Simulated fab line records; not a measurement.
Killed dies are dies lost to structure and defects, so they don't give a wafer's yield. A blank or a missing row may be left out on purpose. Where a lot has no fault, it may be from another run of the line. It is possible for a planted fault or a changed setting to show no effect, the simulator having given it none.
Matching of chambers ; flow n5 finfet ; N5_BEOL_M6_DEP_56 on pecvd-02: 3 sister chambers
The step deposits SiCN from 3MS/NH3, target thk 10 nm, time 17.5 s. 18 wafers are shown with their chamber, then 9 later ones without.

## WAFERS, EACH WITH ITS CHAMBER
wafer;chamber;throttle valve pct (%);showerhead plenum p Torr (Torr)
L076.3;0;8.5;3.684
L076.4;0;8.5;3.687
L076.6;2;8.7;3.685
L079.1;1;9.6;3.663
L079.2;0;8.7;3.688
L079.3;2;8.8;3.691
L079.4;2;8.7;3.684
L079.5;1;9.3;3.665
L079.6;0;8.6;3.684
L082.2;2;8.8;3.695
L082.4;1;9.4;3.661
L082.5;2;8.8;3.681
L084.1;0;8.3;3.684
L084.2;2;9.0;3.685
L084.4;1;9.5;3.662
L085.2;1;9.5;3.669
L085.3;0;8.7;3.679
L085.6;0;8.5;3.685

SIGNATURES (means of the wafers above)
reading;chamber 0;chamber 1;chamber 2;scatter within a chamber
throttle valve pct;8.543;9.460;8.800;0.124
showerhead plenum p Torr;3.68443;3.66400;3.68683;0.00385
Rule: a wafer lies at a distance from a chamber equal to the root of the sum of squares, over the readings, of (its reading less the chamber's mean, divided by the reading's scatter). If the next closest chamber is less than 2 further off than the closest, the wafer can't be placed; otherwise it belongs to the closest. The scatter: take each reading less its chamber's mean, square it, sum over the shown wafers, divide by the number of wafers less the number of chambers, and take the root.

## WAFERS WITHOUT THEIR CHAMBER
wafer;throttle valve pct (%);showerhead plenum p Torr (Torr)
L090.2;8.9;3.678
L090.3;8.4;3.689
L090.5;8.6;3.684
L094.2;8.6;3.675
L094.3;9.5;3.660
L094.5;9.0;3.685
L096.1;8.6;3.683
L096.4;9.4;3.666
L096.6;9.1;3.683

## WHICH CHAMBER EACH WENT THROUGH
wafer;from the rows above;in truth
L090.2;can't be placed: 2 or 0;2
L090.3;can't be placed: 0 or 2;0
L090.5;can't be placed: 0 or 2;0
L094.2;can't be placed: 0 or 2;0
L094.3;1;1
L094.5;2;2
L096.1;can't be placed: 0 or 2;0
L096.4;1;1
L096.6;can't be placed: 2 or 0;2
Placed correctly: 3 of 9. From these rows, 6 cannot be placed; in 6 the true chamber is one of the candidates. Wrongly placed: 0.
